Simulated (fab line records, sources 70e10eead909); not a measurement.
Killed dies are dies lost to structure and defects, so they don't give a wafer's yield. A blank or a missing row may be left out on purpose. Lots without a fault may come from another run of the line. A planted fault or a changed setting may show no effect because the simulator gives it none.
Chamber matching | flow nand_harc | NHARC_P_M2_ETCH_35 on rie_diel-05: 4 sister chambers
The step etches the open film in N2/H2, target depth 40 nm, overetch 12 nm, time 43.94 s. 4 wafers are shown with their chamber, then 7 later ones without.

WAFERS WITH THEIR CHAMBER
wafer  | chamber | drypump_motor_current_A (A)
L776.2 | 0       | 6.1
L776.6 | 3       | 6.5
L775.1 | 1       | 5.9
L775.5 | 2       | 5.5

WAFERS WITHOUT THEIR CHAMBER
wafer  | drypump_motor_current_A (A)
L775.6 | 6.4
L778.1 | 6.0
L778.2 | 6.5
L778.3 | 5.5
L779.1 | 6.1
L779.3 | 6.4
L779.4 | 5.5

WHICH CHAMBER EACH WENT THROUGH
wafer  | from the rows above     | in truth
L775.6 | 3                       | 3
L778.1 | can't be placed: 0 or 1 | 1
L778.2 | 3                       | 3
L778.3 | 2                       | 2
L779.1 | 0                       | 0
L779.3 | 3                       | 3
L779.4 | 2                       | 2
Placed correctly: 6 of 7. Can't be placed from these rows: 1 (the true chamber is among the candidates in 1). Placed wrongly: 0.
How it was worked out, from the rows above alone: a wafer's distance from a chamber is the root of the sum, over the readings, of the square of ((its reading less the chamber's mean) divided by the reading's scatter). The wafer belongs to the nearest chamber; if the next one is less than 2 further off, it can't be placed. A chamber's mean is the mean of its shown wafers. The scatter: with one shown wafer a chamber, the root of the mean of the squares of how far each hidden wafer lies from its nearest shown one.
